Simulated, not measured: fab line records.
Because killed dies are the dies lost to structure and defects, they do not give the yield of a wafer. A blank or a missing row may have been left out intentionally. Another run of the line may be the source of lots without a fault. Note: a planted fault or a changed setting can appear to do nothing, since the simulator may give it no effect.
Chamber matching    flow nand_harc    NHARC_P_CONTACT_ALD_22 on ald_metal-02 has 4 sister chambers
The step deposits TiN, target thk 3 nm, pulse time 1 s, ald cycles 150. 14 wafers are shown with their chamber, then 7 later ones without.

== WAFERS WITH THEIR CHAMBER ==
wafer   chamber  heater_power_w (W)  precursor_pulse_height_rel
L550.2  1        1106                1.005
L550.4  0        901                 0.994
L550.6  0        899                 0.978
L555.2  3        926                 0.978
L555.3  2        1046                0.984
L555.6  1        1100                0.985
L558.1  1        1107                1.027
L558.2  2        1053                1.015
L558.5  2        1045                0.996
L567.2  3        1044                0.981
L567.3  1        1058                1.024
L567.6  2        1034                1.035
L569.2  3        1038                0.999
L569.3  0        913                 1.014

SIGNATURES, as means of the wafers listed above
reading                     chamber 0  chamber 1  chamber 2  chamber 3  scatter within a chamber
heater_power_w              904.33     1092.75    1044.50    1002.67    32.8
precursor_pulse_height_rel  0.99533    1.01025    1.00750    0.98600    0.0188
Rule: distance of a wafer from a chamber = root of the sum over the readings of ((wafer's reading minus chamber's mean) / reading's scatter) squared. If the next closest chamber is less than 2 further off than the closest, the wafer can't be placed; otherwise it belongs to the closest. The scatter is the square root of a quotient: the sum, over the shown wafers, of each reading's squared deviation from its chamber's mean, divided by wafers minus chambers.

== WAFERS WITHOUT THEIR CHAMBER ==
wafer   heater_power_w (W)  precursor_pulse_height_rel
L569.4  1017                0.981
L568.1  999                 0.990
L568.3  926                 0.980
L568.4  1020                1.000
L572.1  910                 1.001
L572.3  1018                1.010
L572.5  1027                0.993

== WHICH CHAMBER EACH WENT THROUGH ==
wafer   from the rows above           in truth
L569.4  can't be placed: 3 or 2       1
L568.1  can't be placed: 3 or 2       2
L568.3  can't be placed: 0 or 3       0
L568.4  can't be placed: 2 or 3 or 1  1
L572.1  0                             0
L572.3  can't be placed: 2 or 3 or 1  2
L572.5  can't be placed: 3 or 2 or 1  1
Placed correctly: 1 of 7. Not placeable from these rows: 6 (in 5, the candidates include the true chamber). Wrongly placed: 0.
